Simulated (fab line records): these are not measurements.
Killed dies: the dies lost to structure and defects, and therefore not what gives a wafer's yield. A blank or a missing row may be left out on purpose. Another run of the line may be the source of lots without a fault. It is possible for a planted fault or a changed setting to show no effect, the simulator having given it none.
Matching of chambers / flow nandHarc / NHARC_A_CHANNEL_FILL_D1_ALD_16 on aldHk-03 has 4 sister chambers
The step deposits SiO2, target thk 1.5 nm, pulse time 10 s, ald cycles 15. 18 wafers are shown with their chamber, then 9 later ones without.

== WAFERS PAIRED WITH THEIR CHAMBERS ==
wafer=L252.4; chamber=1; heaterPowerW (W)=494; precursorPulseHeightRel=0.994
wafer=L252.5; chamber=2; heaterPowerW (W)=474; precursorPulseHeightRel=0.989
wafer=L252.6; chamber=3; heaterPowerW (W)=454; precursorPulseHeightRel=0.991
wafer=L253.3; chamber=3; heaterPowerW (W)=456; precursorPulseHeightRel=1.032
wafer=L253.4; chamber=1; heaterPowerW (W)=502; precursorPulseHeightRel=0.991
wafer=L253.6; chamber=3; heaterPowerW (W)=462; precursorPulseHeightRel=1.017
wafer=L255.4; chamber=1; heaterPowerW (W)=487; precursorPulseHeightRel=0.995
wafer=L255.5; chamber=2; heaterPowerW (W)=460; precursorPulseHeightRel=1.012
wafer=L255.6; chamber=3; heaterPowerW (W)=472; precursorPulseHeightRel=1.013
wafer=L256.1; chamber=2; heaterPowerW (W)=469; precursorPulseHeightRel=0.938
wafer=L256.4; chamber=3; heaterPowerW (W)=472; precursorPulseHeightRel=1.008
wafer=L256.5; chamber=0; heaterPowerW (W)=550; precursorPulseHeightRel=1.017
wafer=L258.2; chamber=0; heaterPowerW (W)=556; precursorPulseHeightRel=1.025
wafer=L258.3; chamber=1; heaterPowerW (W)=483; precursorPulseHeightRel=1.003
wafer=L258.6; chamber=3; heaterPowerW (W)=473; precursorPulseHeightRel=1.059
wafer=L260.1; chamber=2; heaterPowerW (W)=456; precursorPulseHeightRel=0.984
wafer=L260.2; chamber=3; heaterPowerW (W)=464; precursorPulseHeightRel=1.016
wafer=L260.6; chamber=2; heaterPowerW (W)=473; precursorPulseHeightRel=1.005

SIGNATURES (averages over the wafers above)
reading=heaterPowerW; chamber 0=553.00; chamber 1=491.50; chamber 2=466.40; chamber 3=464.71; scatter within a chamber=7.83
reading=precursorPulseHeightRel; chamber 0=1.02100; chamber 1=0.99575; chamber 2=0.98560; chamber 3=1.01943; scatter within a chamber=0.021
Rule: a wafer lies at a distance from a chamber equal to the root of the sum of squares, over the readings, of (its reading less the chamber's mean, divided by the reading's scatter). The wafer belongs to the nearest chamber; if the next one is less than 2 further off, it can't be placed. The scatter: take each reading less its chamber's mean, square it, sum over the shown wafers, divide by the number of wafers less the number of chambers, and take the root.

== WAFERS WHOSE CHAMBER IS MISSING ==
wafer=L264.1; heaterPowerW (W)=473; precursorPulseHeightRel=1.007
wafer=L264.5; heaterPowerW (W)=465; precursorPulseHeightRel=0.997
wafer=L264.6; heaterPowerW (W)=491; precursorPulseHeightRel=0.972
wafer=L267.1; heaterPowerW (W)=458; precursorPulseHeightRel=0.984
wafer=L267.2; heaterPowerW (W)=556; precursorPulseHeightRel=1.003
wafer=L267.5; heaterPowerW (W)=475; precursorPulseHeightRel=1.004
wafer=L274.4; heaterPowerW (W)=495; precursorPulseHeightRel=0.981
wafer=L274.5; heaterPowerW (W)=468; precursorPulseHeightRel=1.000
wafer=L274.6; heaterPowerW (W)=537; precursorPulseHeightRel=0.986

== THE CHAMBER EACH PASSED THROUGH ==
wafer=L264.1; from the rows above=can't be placed: 3 or 2 or 1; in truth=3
wafer=L264.5; from the rows above=can't be placed: 2 or 3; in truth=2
wafer=L264.6; from the rows above=1; in truth=1
wafer=L267.1; from the rows above=can't be placed: 2 or 3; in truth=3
wafer=L267.2; from the rows above=0; in truth=0
wafer=L267.5; from the rows above=can't be placed: 2 or 3 or 1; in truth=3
wafer=L274.4; from the rows above=1; in truth=1
wafer=L274.5; from the rows above=can't be placed: 2 or 3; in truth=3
wafer=L274.6; from the rows above=0; in truth=0
Correct placement for 4 of the 9. From these rows, 5 cannot be placed; in 5 the true chamber is one of the candidates. Wrongly placed: 0.
